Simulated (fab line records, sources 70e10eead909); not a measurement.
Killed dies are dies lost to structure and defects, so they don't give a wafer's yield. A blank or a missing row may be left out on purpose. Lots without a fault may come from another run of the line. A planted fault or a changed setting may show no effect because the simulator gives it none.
Which tool did it? | flow nand_harc | 13 lots, 39 wafers sampled, at 4 steps of a route of 1302

WHAT THE GAUGES READ, wafer by wafer
The record holds no reading of a measuring or inspecting step that can be judged against a usual standard deviation.

WHICH TOOL RAN EACH LOT (tool, then ch and the chambers of the sampled wafers, then the start)
lot  | NHARC_THIN_TSV_DEP_43           | NHARC_THIN_TSV_ETCH_44             | NHARC_THIN_TSV_ETCHBACK_48         | NHARC_THIN_TSV_PVD_19
L609 | pecvd-02 ch 0,1,2, day 24 09:06 | rie_diel-12 ch 0,1,2, day 24 10:13 | rie_diel-09 ch 0,1,3, day 24 12:08 | pvd_sputter-01, no start
L607 | pecvd-04 ch 0,2, day 24 10:11   | rie_diel-12 ch 0,1,3, day 24 11:17 | rie_diel-09 ch 0,1,3, day 24 13:16 | pvd_sputter-02, no start
L610 | pecvd-01 ch 0,1,2, day 24 20:47 | rie_diel-09 ch 0,2,3, day 24 21:53 | rie_diel-12 ch 1,2,3, day 25 00:02 | pvd_sputter-03, no start
L611 | pecvd-01 ch 0,1, day 25 23:44   | rie_diel-12 ch 0,1,2, day 26 00:41 | rie_diel-12 ch 0,2,3, day 26 02:40 | pvd_sputter-01, no start
L612 | pecvd-01 ch 0,1,2, day 26 01:08 | rie_diel-04 ch 1,2, day 26 02:14   | rie_diel-04 ch 0,1,3, day 26 04:17 | pvd_sputter-03, no start
L613 | pecvd-01 ch 1,2, day 27 01:04   | rie_diel-04 ch 1,2, day 27 02:07   | rie_diel-09 ch 1,2,3, day 27 04:08 | pvd_sputter-02, no start
L614 | pecvd-02 ch 0,2, day 27 17:23   | rie_diel-09 ch 0,2, day 27 18:28   | rie_diel-04 ch 0,1, day 27 20:28   | pvd_sputter-03, no start
L615 | pecvd-04 ch 0,2, day 27 22:58   | rie_diel-09 ch 0,2,3, day 27 23:57 | rie_diel-12 ch 1,2, day 28 01:56   | pvd_sputter-02, no start
L617 | pecvd-02 ch 0,1,2, day 28 10:35 | rie_diel-04 ch 2,3, day 28 11:42   | rie_diel-12 ch 2,3, day 28 13:40   | pvd_sputter-01, no start
L623 | pecvd-04 ch 1,2, day 30 23:53   | rie_diel-04 ch 0,1,3, day 31 00:53 | rie_diel-12 ch 0,2,3, day 31 02:50 | pvd_sputter-02, no start
L627 | pecvd-02 ch 0,1, day 32 10:43   | rie_diel-12 ch 1,2, day 32 11:44   | rie_diel-09 ch 1,3, day 32 13:47   | pvd_sputter-01, no start
L628 | pecvd-02 ch 1,2, day 32 21:53   | rie_diel-12 ch 1,3, day 32 22:53   | rie_diel-04 ch 0,3, day 33 00:57   | pvd_sputter-03, no start
L630 | pecvd-02 ch 0,1,2, day 33 20:42 | rie_diel-12 ch 0,1,2, day 33 21:47 | rie_diel-12 ch 0,1,3, day 33 23:47 | pvd_sputter-02, no start
- NHARC_THIN_TSV_DEP_43: deposits SiO2, target thk 1328.5 nm.
- NHARC_THIN_TSV_ETCH_44: etches the open film in CF4/O2, target depth 1594.2 nm, time 797.1 s.
- NHARC_THIN_TSV_ETCHBACK_48: etches the open film in C4F8/Ar, target depth 1028.5 nm, time 405.17 s.
- NHARC_THIN_TSV_PVD_19: deposits TaN, target thk 20 nm.

WHAT THE TOOLS THEMSELVES READ (means of the sampled wafers that have a number; where no wafer has one, the mark that the record gives instead)
NHARC_THIN_TSV_DEP_43.
lot  | tool     | rf_fwd_power_W (W) | throttle_valve_pct (%)
L609 | pecvd-02 | 896.4              | 16.5
L607 | pecvd-04 | 901.3              | 16.0
L610 | pecvd-01 | 898.3              | 15.7
L611 | pecvd-01 | 898.3              | 15.6
L612 | pecvd-01 | 900.8              | 15.8
L613 | pecvd-01 | 898.0              | 16.3
L614 | pecvd-02 | 899.1              | 16.0
L615 | pecvd-04 | 900.1              | 15.7
L617 | pecvd-02 | 899.5              | 16.5
L623 | pecvd-04 | 899.9              | 15.8
L627 | pecvd-02 | 900.1              | 16.3
L628 | pecvd-02 | 896.4              | 16.9
L630 | pecvd-02 | 900.7              | 16.2

NHARC_THIN_TSV_ETCH_44.
lot  | tool        | chamber_pressure_mTorr (mTorr) | drypump_motor_current_A (A) | mfc_ar_sccm (sccm) | oes_product_au (a.u.) | rf_fwd_power_W (W) | rf_vpp_V (V) | run_length_s (s) | showerhead_plenum_p_Torr (Torr) | throttle_valve_pct (%)
L609 | rie_diel-12 | 29.997                         | 5.8                         | 0.020              | 1.000                 | 300.2              | 794          | 818.4            | 1.82                            | 16.918
L607 | rie_diel-12 | 30.012                         | 5.9                         | 0.009              | 0.997                 | 300.0              | 796          | 818.3            | 1.85                            | 16.911
L610 | rie_diel-09 | 29.996                         | 5.3                         | 0.011              | 0.994                 | 299.9              | 795          | 818.2            | 1.84                            | 16.914
L611 | rie_diel-12 | 30.028                         | 5.8                         | 0.020              | 1.014                 | 300.1              | 794          | 818.7            | 1.82                            | 16.912
L612 | rie_diel-04 | 29.986                         | 6.2                         | 0.019              | 0.999                 | 299.1              | 789          | 817.6            | 1.73                            | 16.904
L613 | rie_diel-04 | 30.008                         | 6.2                         | 0.019              | 0.994                 | 299.1              | 788          | 817.8            | 1.73                            | 16.917
L614 | rie_diel-09 | 29.976                         | 5.6                         | 0.011              | 0.998                 | 299.4              | 795          | 818.1            | 1.84                            | 16.926
L615 | rie_diel-09 | 29.998                         | 5.3                         | 0.011              | 0.996                 | 300.1              | 795          | 818.3            | 1.84                            | 16.916
L617 | rie_diel-04 | 30.003                         | 5.6                         | 0.009              | 1.004                 | 299.9              | 795          | 818.0            | 1.83                            | 16.914
L623 | rie_diel-04 | 29.998                         | 5.3                         | 0.000              | 1.005                 | 299.7              | 794          | 753.9            | 1.83                            | 16.915
L627 | rie_diel-12 | 30.002                         | 6.2                         | 0.021              | 1.009                 | 299.7              | 791          | 818.8            | 1.78                            | 16.912
L628 | rie_diel-12 | 29.962                         | 6.3                         | 0.000              | 1.011                 | 300.1              | 794          | 818.1            | 1.82                            | 16.908
L630 | rie_diel-12 | 29.986                         | 5.8                         | 0.020              | 1.007                 | 299.0              | 793          | 818.4            | 1.82                            | 16.904

NHARC_THIN_TSV_ETCHBACK_48.
lot  | tool        | chamber_pressure_mTorr (mTorr) | oes_product_au (a.u.) | rf_fwd_power_W (W) | rf_vpp_V (V)
L609 | rie_diel-09 | 25.004                         | 0.92                  | 598.7              | 547.2
L607 | rie_diel-09 | 25.004                         | 0.92                  | 596.7              | 547.0
L610 | rie_diel-12 | 25.007                         | 0.92                  | 598.1              | 546.7
L611 | rie_diel-12 | 25.025                         | 0.92                  | 598.8              | 546.4
L612 | rie_diel-04 | 24.987                         | 0.97                  | 598.2              | 546.9
L613 | rie_diel-09 | 25.026                         | 0.92                  | 598.0              | 548.2
L614 | rie_diel-04 | 25.009                         | 0.98                  | 598.4              | 546.4
L615 | rie_diel-12 | 24.986                         | 1.01                  | 598.6              | 544.1
L617 | rie_diel-12 | 25.002                         | 0.98                  | 598.1              | 546.6
L623 | rie_diel-12 | 25.010                         | 0.94                  | 598.4              | 546.8
L627 | rie_diel-09 | 24.995                         | 0.91                  | 598.5              | 549.6
L628 | rie_diel-04 | 25.012                         | 0.93                  | 599.2              | 547.1
L630 | rie_diel-12 | 24.998                         | 0.94                  | 599.0              | 548.4

NHARC_THIN_TSV_PVD_19.
lot  | tool           | throttle_valve_pct (%)
L609 | pvd_sputter-01 | 30.8
L607 | pvd_sputter-02 | 30.3
L610 | pvd_sputter-03 | 29.0
L611 | pvd_sputter-01 | 31.2
L612 | pvd_sputter-03 | 29.8
L613 | pvd_sputter-02 | 30.4
L614 | pvd_sputter-03 | 29.6
L615 | pvd_sputter-02 | 31.2
L617 | pvd_sputter-01 | 30.8
L623 | pvd_sputter-02 | 31.5
L627 | pvd_sputter-01 | 30.9
L628 | pvd_sputter-03 | 29.6
L630 | pvd_sputter-02 | 31.2

THE ANSWER, worked out from the rows above alone
Rule: what is usual is taken from the lots themselves. Put in order of their means at a reading, lots are off if they are a third of the lots or fewer, leave a main group of 4 or more, and stand apart from it by a gap of 3 or more times the standard deviation of the main group's means; of several such gaps the widest counts. A main group whose means are all the same, to the digits that the tables above print for the reading, isn't used. A lot without any number at a reading at which 4 lots or more have one is off too. The other lots that the step has rows for count as sound. The gauges are gone through in route order, then the tools' own readings, and for those a lot's mean is taken as printed above. The first step at which some lot is off is used, and at that step the reading that is off furthest; a lot without a number counts as furthest.
Off: L623, at NHARC_THIN_TSV_ETCH_44 (run_length_s). The main group: mean 818.2 s, standard deviation 0.33.
A tool fits if, at that step or a process step before it, it ran every lot that is off, and no sound lot after the first of them. Can't be told from this: 2 tools fit, pecvd-04 at NHARC_THIN_TSV_DEP_43, rie_diel-04 at NHARC_THIN_TSV_ETCH_44.

WHAT THE SIMULATOR HAD PUT IN
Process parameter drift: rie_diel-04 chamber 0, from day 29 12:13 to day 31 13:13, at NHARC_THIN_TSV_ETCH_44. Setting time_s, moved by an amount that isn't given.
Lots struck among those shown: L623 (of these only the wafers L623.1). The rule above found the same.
